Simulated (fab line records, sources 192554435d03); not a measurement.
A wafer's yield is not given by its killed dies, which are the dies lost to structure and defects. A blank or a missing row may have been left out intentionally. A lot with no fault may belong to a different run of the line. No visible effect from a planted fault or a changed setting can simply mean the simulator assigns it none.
Matching of chambers	flow n5_finfet	ald_sin-04 running N5_ILD0_LINER_00: 4 sister chambers
The step material SiNx, target thk 4 nm, pulse time 1 s, purge time 2 s. 16 wafers are shown with their chamber, then 8 later ones without.

## WAFERS WITH THEIR CHAMBER
wafer	chamber	heater_power_w (W)	precursor_pulse_height_rel
L074.1	0	780	0.993
L074.4	3	777	1.024
L074.6	3	793	0.999
L077.2	1	706	0.991
L077.3	0	813	0.987
L077.4	2	721	1.029
L078.1	0	808	1.016
L078.3	2	690	1.036
L078.5	0	818	0.996
L080.2	1	703	1.008
L080.4	2	694	1.008
L080.5	1	700	1.002
L083.2	3	772	0.994
L083.4	0	805	0.973
L083.6	2	706	0.986
L084.1	0	814	1.008

SIGNATURES, as means of the wafers listed above
reading	chamber 0	chamber 1	chamber 2	chamber 3	scatter within a chamber
heater_power_w	806.33	703.00	702.75	780.67	12.2
precursor_pulse_height_rel	0.99550	1.00033	1.01475	1.00567	0.0167
Rule: a wafer's distance from a chamber is the root of the sum, over the readings, of the square of ((its reading less the chamber's mean) divided by the reading's scatter). The wafer belongs to the nearest chamber; if the next one is less than 2 further off, it can't be placed. How the scatter is found: for the shown wafers, subtract from each reading the mean of its chamber, square and add these, divide the total by (wafers less chambers), then take the root.

## WAFERS WITH NO CHAMBER GIVEN
wafer	heater_power_w (W)	precursor_pulse_height_rel
L084.2	693	1.007
L084.3	798	1.005
L096.1	821	1.018
L096.4	705	0.991
L096.5	714	1.004
L097.2	832	1.007
L097.4	725	0.974
L097.5	725	1.006

## THE CHAMBER EACH PASSED THROUGH
wafer	from the rows above	in truth
L084.2	can't be placed: 1 or 2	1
L084.3	can't be placed: 0 or 3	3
L096.1	can't be placed: 0 or 3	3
L096.4	can't be placed: 1 or 2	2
L096.5	can't be placed: 1 or 2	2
L097.2	can't be placed: 0 or 3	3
L097.4	can't be placed: 1 or 2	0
L097.5	can't be placed: 1 or 2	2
Correct placement for 0 of the 8. Not placeable from these rows: 8 (in 7, the candidates include the true chamber). 0 placed wrongly.
